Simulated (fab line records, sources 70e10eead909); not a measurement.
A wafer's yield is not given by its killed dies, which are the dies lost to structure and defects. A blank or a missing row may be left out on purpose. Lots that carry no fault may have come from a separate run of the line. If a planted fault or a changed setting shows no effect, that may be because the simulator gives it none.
fab line records	flow nand-harc
[record] lots = 6	wafers = 18	last-day = 25
route steps=1159 shown A_M0@1005
lots untouched by any fault: they come from a run of this same line in which no faults occurred
start-h: the number of hours between the record's first day and the start of the first shown wafer of the lot	wait-h: hours from the lot's prior step to this one	" as in the row above	L1.1+2: one row covering several wafers at once	- no value, or no start given	* or withheld: withheld	< > ~ a bound
route shown NAME@n: a module of which the file shows steps, and the number in the route of the first	usual: mean/standard deviation taken from wafers without a fault	same: alike in all rows	chamber/n: place in a boat	sites: each site's reading	_std_site: standard deviation of those values	_edge_site: mean of outer sites minus mean of inner sites	radius-mm: for every site, how far away it sits from the centre of the wafer	mask NAME#n: copy n	behind: the tool/chamber that last shaped the wafer	hold: why the lot went on hold/how many hours it stayed there/how the hold came to an end	device: whichever transistor did not switch (one of n, p or np)	end of line: the tests these same wafers got at the end of their route	step lacking rows: just its recipe	killed: count of dies lost to structure and defects at first sort (not the wafer's yield)	map: dies across one wafer; x = killed, . = not, _ = none there
set.NAME: the run value of the setting; set.NAME@STEP: its run value at that earlier step	model.NAME: the simulator's own value behind a step, which no gauge read
certain route steps with their lots: each step a table, each wafer a row
services: from which hour (start-h, from the record's first day; less than 0 if before it) a tool's chamber was out of use, for how many hours, and why
[[steps]]
[step NHARC_A_M0_OVL_MEAS_10]
[recipe] pitch-nm = 160
[usual] overlay-x-nm = 0.0/0.9	overlay-y-nm = -0.3/0.95
lot.wafer	tool	chamber	start-h	wait-h	overlay-x-nm	overlay-y-nm
L911.1	overlay-02	-	395.56	-	0.0	1.1
L911.5	"	-	"	"	-0.8	1.1
L911.6	"	-	"	"	-1.3	1.3
L918.1	overlay-02	-	453.22	-	1.0	0.1
L918.3	"	-	"	"	1.4	0.4
L918.4	"	-	"	"	1.1	0.6
L920.1	overlay-01	-	453.69	-	-1.0	-0.3
L920.2	"	-	"	"	-0.4	-0.1
L920.3	"	-	"	"	-0.5	-0.8
L929.1	overlay-01	-	505.39	-	1.2	-0.7
L929.2	"	-	"	"	0.5	-0.7
L929.5	"	-	"	"	0.6	-0.6
L932.3	overlay-02	-	531.75	-	1.5	-1.5
L932.4	"	-	"	"	1.3	-1.7
L932.6	"	-	"	"	0.7	-1.3
L933.1	overlay-02	-	551.67	-	0.7	0.2
L933.4	"	-	"	"	0.2	0.2
L933.6	"	-	"	"	0.3	0.2
[step NHARC_A_M0_INSPECT_11]
[usual] raw-defect-count = 30/15
lot.wafer	tool	chamber	start-h	wait-h	raw-defect-count
L911.1	defect-inspect-01	-	395.60	0.0	26
L911.5	"	-	"	"	30
L911.6	"	-	"	"	29
L918.1	defect-inspect-02	-	453.25	0.0	15
L918.3	"	-	"	"	12
L918.4	"	-	"	"	10
L920.1	defect-inspect-02	-	453.73	0.0	46
L920.2	"	-	"	"	48
L920.3	"	-	"	"	37
L929.1	defect-inspect-02	-	505.42	0.0	18
L929.2	"	-	"	"	12
L929.5	"	-	"	"	18
L932.3	defect-inspect-01	-	531.78	0.0	23
L932.4	"	-	"	"	21
L932.6	"	-	"	"	21
L933.1	defect-inspect-01	-	551.71	0.0	50
L933.4	"	-	"	"	62
L933.6	"	-	"	"	57
[step NHARC_A_M0_DESCUM_14]
[recipe] time-s = 3	o2-flow-sccm = 200	ar-flow-sccm = 0	bias-power-w = 0	chemistry = O2
[usual] drypump-motor-current-A = 5.8/0.55	oes-product-au = 1.004/0.012	rf-vpp-V = 57.8/0.96	showerhead-plenum-p-Torr = 1.91/0.086	throttle-valve-pct = 11.311/0.01
[same] time-s = 3
lot.wafer	tool	chamber	start-h	wait-h	drypump-motor-current-A	oes-product-au	rf-hours-counter-h	rf-vpp-V	showerhead-plenum-p-Torr	throttle-valve-pct
L911.1	rie-diel-06	3	395.68	0.1	5.5	1.005	11	56.1	1.88	11.325
L911.5	"	0	"	"	4.8	1.018	-	55.1	1.78	11.296
L911.6	"	1	"	"	5.6	1.031	-	56.9	1.83	11.338
L918.1	rie-diel-04	2	453.32	0.1	6.2	1.003	11	58.9	1.92	11.340
L918.3	"	0	"	"	6.1	1.020	13	58.2	1.95	11.316
L918.4	"	0	"	"	6.1	1.027	-	59.8	1.95	11.308
L920.3	rie-diel-11	0	453.79	0.1	6.0	1.001	5	59.4	2.01	11.311
L920.2	"	1	"	"	6.6	1.003	4	56.2	1.80	11.309
L920.1	"	2	"	"	5.9	0.998	5	57.8	1.92	11.314
L929.2	rie-diel-04	1	505.49	0.1	6.3	1.013	2	58.8	1.95	11.311
L929.1	"	3	"	"	6.2	1.008	1	59.2	1.96	11.318
L929.5	"	0	"	"	6.1	0.994	-	58.3	1.95	11.295
L932.3	rie-diel-06	2	531.84	0.1	6.3	1.004	7	58.6	1.99	11.298
L932.4	"	0	"	"	4.8	1.017	8	57.7	1.78	11.314
L932.6	"	3	"	"	5.5	1.003	-	56.9	1.87	11.309
L933.1	rie-diel-06	2	551.81	0.1	6.3	0.997	9	58.3	1.99	11.309
L933.4	"	3	"	"	5.5	1.003	10	57.3	1.87	11.304
L933.6	"	2	"	"	6.3	0.993	-	57.6	1.99	11.307
[step NHARC_A_M0_ETCH_34]
[recipe] target-depth-a = 400	overetch-a = 120	time-s = 43.94	ion-energy-ev = 200	n2-flow-sccm = 150	h2-flow-sccm = 150	ar-flow-sccm = 0	rf-w = 400	bias-w = 150	chemistry = N2/H2
[usual] drypump-motor-current-A = 5.8/0.55	h2-flow-sccm = 150.0/0.47	oes-product-au = 1.004/0.011	rf-fwd-power-W = 395.3/2.2	rf-vpp-V = 430.3/2.7	showerhead-plenum-p-Torr = 2.03/0.093	throttle-valve-pct = 14.172/0.0093
[same] time-s = 43.94
lot.wafer	tool	chamber	start-h	wait-h	drypump-motor-current-A	h2-flow-sccm	oes-product-au	rf-fwd-power-W	rf-hours-counter-h	rf-vpp-V	showerhead-plenum-p-Torr	throttle-valve-pct
L911.1	rie-diel-06	2	395.75	0.1	6.3	149.6	0.990	395.3	13	432.9	2.12	14.156
L911.5	"	1	"	"	5.7	150.6	1.016	398.7	-	429.1	1.95	14.183
L911.6	"	2	"	"	6.4	149.9	0.990	395.9	-	432.5	2.12	14.177
L918.3	rie-diel-04	2	453.41	0.1	6.3	149.9	1.001	394.9	11	430.2	2.05	14.173
L918.1	"	1	"	"	6.3	150.2	0.989	394.2	13	431.5	2.08	14.159
L918.4	"	1	"	"	6.3	150.4	1.005	393.9	-	431.0	2.08	14.166
L920.3	rie-diel-11	1	453.87	0.1	6.6	150.2	1.002	394.5	4	427.6	1.92	14.161
L920.2	"	3	"	"	5.1	150.3	0.991	396.2	5	433.6	2.19	14.160
L920.1	"	0	"	"	6.0	149.9	0.990	396.1	5	434.8	2.14	14.186
L929.2	rie-diel-04	2	505.57	0.1	6.3	150.7	1.028	394.0	2	430.1	2.04	14.187
L929.1	"	3	"	"	6.2	148.4	1.002	394.0	1	432.6	2.10	14.177
L929.5	"	3	"	"	6.2	148.9	1.009	396.1	-	433.1	2.10	14.177
L932.3	rie-diel-06	0	531.93	0.1	4.7	150.0	1.012	390.7	8	426.6	1.89	14.178
L932.4	"	3	"	"	5.5	149.6	1.010	393.0	8	430.1	2.00	14.168
L932.6	"	1	"	"	5.7	149.6	0.991	398.2	-	427.2	1.95	14.179
L933.1	rie-diel-06	1	551.90	0.1	5.7	150.7	0.996	397.8	10	427.6	1.95	14.177
L933.4	"	2	"	"	6.3	149.8	1.001	397.4	9	432.1	2.12	14.182
L933.6	"	0	"	"	4.7	150.2	1.016	390.8	-	426.3	1.89	14.177
[step NHARC_A_M0_ETCH_15]
[recipe] target-depth-a = 1500	overetch-a = 150	time-s = 82.5	c4f8-flow-sccm = withheld	ar-flow-sccm = 400	rf-w = 600	bias-w = 300	chemistry = C4F8/Ar
[usual] oes-product-au = 0.947/0.026	rf-fwd-power-W = 595.5/2.7	rf-vpp-V = 440.5/2.8
[same] time-s = 82.5
lot.wafer	tool	chamber	start-h	wait-h	oes-product-au	rf-fwd-power-W	rf-hours-counter-h	rf-vpp-V
L911.1	rie-diel-06	1	-	-	0.948	599.6	12	437.5
L911.5	"	0	"	"	0.935	590.8	-	437.7
L911.6	"	1	"	"	0.940	598.4	-	438.4
L918.1	rie-diel-04	0	-	-	0.940	599.9	13	441.2
L918.3	"	1	"	"	0.923	595.3	13	441.5
L918.4	"	1	"	"	0.925	592.2	-	441.2
L920.3	rie-diel-11	0	-	-	0.904	599.3	5	442.6
L920.1	"	1	"	"	0.932	596.9	4	437.1
L920.2	"	2	"	"	0.921	594.1	5	441.6
L929.2	rie-diel-04	1	-	-	0.974	594.0	2	441.8
L929.1	"	3	"	"	0.967	597.2	1	441.7
L929.5	"	1	"	"	0.965	595.6	-	444.0
L932.4	rie-diel-06	0	-	-	0.938	587.3	8	438.0
L932.3	"	2	"	"	0.926	592.6	7	442.6
L932.6	"	0	"	"	0.939	588.0	-	435.1
L933.1	rie-diel-06	2	-	-	0.939	595.9	9	443.0
L933.4	"	3	"	"	0.920	595.9	10	440.8
L933.6	"	2	"	"	0.926	597.1	-	443.2
[step NHARC_A_M0_CD_MEAS_16]
[usual] cd-nm = 79.5/0.87
lot.wafer	tool	chamber	start-h	wait-h	cd-nm
L911.1	cd-sem-02	-	395.96	-	79.0
L911.5	"	-	"	"	78.8
L911.6	"	-	"	"	79.8
L918.1	cd-sem-02	-	453.65	-	80.0
L918.3	"	-	"	"	80.0
L918.4	"	-	"	"	79.6
L920.1	cd-sem-01	-	454.09	-	79.1
L920.2	"	-	"	"	78.7
L920.3	"	-	"	"	77.8
L929.1	cd-sem-01	-	505.78	-	78.7
L929.2	"	-	"	"	80.1
L929.5	"	-	"	"	80.1
L932.3	cd-sem-02	-	532.15	-	78.9
L932.4	"	-	"	"	80.0
L932.6	"	-	"	"	79.9
L933.1	cd-sem-02	-	552.11	-	79.2
L933.4	"	-	"	"	78.2
L933.6	"	-	"	"	79.4
[step NHARC_A_M0_STRIP_18]
[recipe] power-w = 1000	n2-flow-sccm = 150	h2-flow-sccm = 150	ar-flow-sccm = 0	bias-w = 0	chemistry = N2/H2
[step NHARC_A_M0_STRIP_19]
[recipe] time-s = 600	temp-c = 30	chemistry = post-etch-residue-remover
[step NHARC_A_M0_DEGAS_28]
[recipe] temp-c = 250	time-s = 60
[usual] heater-power-w = 340/51
[same] time-s = 60
lot.wafer	tool	chamber	start-h	wait-h	heater-power-w
L911.1	pvd-sputter-01	-	396.60	-	499
L911.6	"	-	"	"	348
L911.5	"	-	"	"	326
L918.4	pvd-sputter-01	-	454.33	-	318
L918.1	"	-	"	"	499
L918.3	"	-	"	"	348
L920.2	pvd-sputter-03	-	454.77	-	328
L920.1	"	-	"	"	345
L920.3	"	-	"	"	294
L929.1	pvd-sputter-03	-	506.40	-	325
L929.2	"	-	"	"	363
L929.5	"	-	"	"	356
L932.3	pvd-sputter-01	-	532.76	-	345
L932.4	"	-	"	"	327
L932.6	"	-	"	"	350
L933.4	pvd-sputter-01	-	552.73	-	321
L933.1	"	-	"	"	457
L933.6	"	-	"	"	325
[step NHARC_A_M0_PRE_CLEAN_29]
[recipe] time-s = 30	temp-c = 280	gas = H2/He
[usual] heater-power-w = 420/62
[same] time-s = 30
lot.wafer	tool	chamber	start-h	wait-h	heater-power-w
L911.1	pvd-sputter-01	-	-	-	599
L911.5	"	-	"	"	601
L911.6	"	-	"	"	431
L918.3	pvd-sputter-01	-	-	-	405
L918.1	"	-	"	"	392
L918.4	"	-	"	"	590
L920.2	pvd-sputter-03	-	-	-	396
L920.3	"	-	"	"	432
L920.1	"	-	"	"	355
L929.2	pvd-sputter-03	-	-	-	433
L929.1	"	-	"	"	351
L929.5	"	-	"	"	496
L932.3	pvd-sputter-01	-	-	-	423
L932.4	"	-	"	"	552
L932.6	"	-	"	"	423
L933.1	pvd-sputter-01	-	-	-	417
L933.4	"	-	"	"	580
L933.6	"	-	"	"	424
[step NHARC_A_M0_PVD_20]
[recipe] target-thk-a = 50	bias-v = 168.6	power-w = 15000	chamber-pressure-pa = 0.12	time-s = 8.06	substrate-temp-c = 50	material = TaN
[step NHARC_A_M0_PVD_21]
[recipe] target-thk-a = 300	chamber-pressure-pa = 5	power-w = 5000	substrate-temp-c = 30	time-s = 20.49	material = Cu
[step NHARC_A_M0_ECD_22]
[recipe] target-thk-a = 4000	bath-temp-c = 25	material = Cu
lot.wafer	tool	chamber	start-h	wait-h
L911.1+5+6	ecd-cu-02	0,1,0	396.99	-
L918.1+3+4	ecd-cu-02	1,0,1	454.74	-
L920.2+1+3	ecd-cu-02	1,0,1	455.29	-
L929.2+1+5	ecd-cu-01	1,0,1	506.76	-
L932.3+4+6	ecd-cu-01	1,0,0	533.79	-
L933.1+4+6	ecd-cu-02	1,1,0	553.14	-
[step NHARC_A_M0_ANNEAL_30]
[recipe] temp-c = 225	time-s = 90
[step NHARC_A_M0_CMP_23]
[recipe] t-overpolish-s = 20	target-thk-nm = 113.75
[usual] motor-current-A = 11.7/1.2	time-to-endpoint-s = 29.7/2.8
lot.wafer	tool	chamber	start-h	wait-h	motor-current-A	time-to-endpoint-s
L911.1	cmp-01	1	397.69	-	11.1	32.4
L911.5	"	0	"	"	12.9	27.1
L911.6	"	1	"	"	11.4	32.3
L918.3	cmp-04	0	455.45	-	11.5	11.1
L918.4	"	1	"	"	12.5	28.5
L918.1	"	2	"	"	9.5	31.3
L920.1	cmp-04	0	456.05	-	12.0	9.7
L920.3	"	1	"	"	13.0	32.6
L920.2	"	2	"	"	9.7	28.3
L929.2	cmp-02	2	507.48	-	10.0	26.4
L929.1	"	1	"	"	10.2	31.3
L929.5	"	3	"	"	12.4	27.9
L932.4	cmp-01	3	534.41	-	12.0	27.9
L932.3	"	1	"	"	11.1	31.9
L932.6	"	0	"	"	13.5	28.7
L933.1	cmp-04	0	553.85	-	11.4	32.9
L933.4	"	2	"	"	9.3	31.7
L933.6	"	3	"	"	12.1	32.2
[[services]]
tool	chamber	start-h	hours	kind
rie-diel-04	0	374.74	6.6	repair
rie-diel-04	3	389.28	15.7	repair
cmp-04	-	397.24	1.0	repair
cmp-04	-	399.00	4.0	pm
rie-diel-06	-	418.20	9.0	pm
ecd-cu-02	-	427.95	2.6	repair
rie-diel-04	3	444.79	35.0	repair
rie-diel-06	2	454.50	7.5	repair
pvd-sputter-01	-	464.32	6.8	repair
rie-diel-04	-	465.92	9.0	pm
pvd-sputter-03	-	469.78	10.0	pm
cmp-04	-	475.59	14.5	repair
pvd-sputter-03	-	492.24	10.0	repair
cmp-04	-	497.00	4.0	pm
rie-diel-06	-	504.55	0.7	repair
rie-diel-11	3	504.84	4.9	repair
pvd-sputter-03	-	508.54	2.2	repair
pvd-sputter-01	-	514.00	10.0	pm
rie-diel-04	2	516.67	1.3	repair
rie-diel-04	3	522.57	7.3	repair
ecd-cu-02	-	532.05	8.0	pm
pvd-sputter-03	-	535.15	3.3	repair
rie-diel-04	0	540.14	7.2	repair
rie-diel-11	-	543.50	9.0	pm
[[key]]
[first-sign] step = NHARC_A_M0_CMP_23	reading = time-to-endpoint-s	direction = down	sigmas = 7	usual = *	struck = *
effect none on later readings
met-at NHARC_A_M0_ECD_22
struck-wafers L918.3,L920.1
later-rows-left-out L918.3,L920.1
sort-left-out L918.3,L920.1
onset-between 396.99 454.74
[fault] kind = process-parameter-drift	tool = ecd-cu-02	chamber = 0	onset-h = 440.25	steps = NHARC_A_M0_ECD_22	channel = target-thk-a	offset = *	shape = step	end-h = 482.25	acts-in = *	stated = *
// sort-left-out: the simulated sort isn't trusted on such a fault, so these wafers' sort isn't shown, and their yield isn't known
// later-rows-left-out: the simulator's readings of these wafers behind a module that went badly wrong aren't trusted and aren't shown, but for the sort
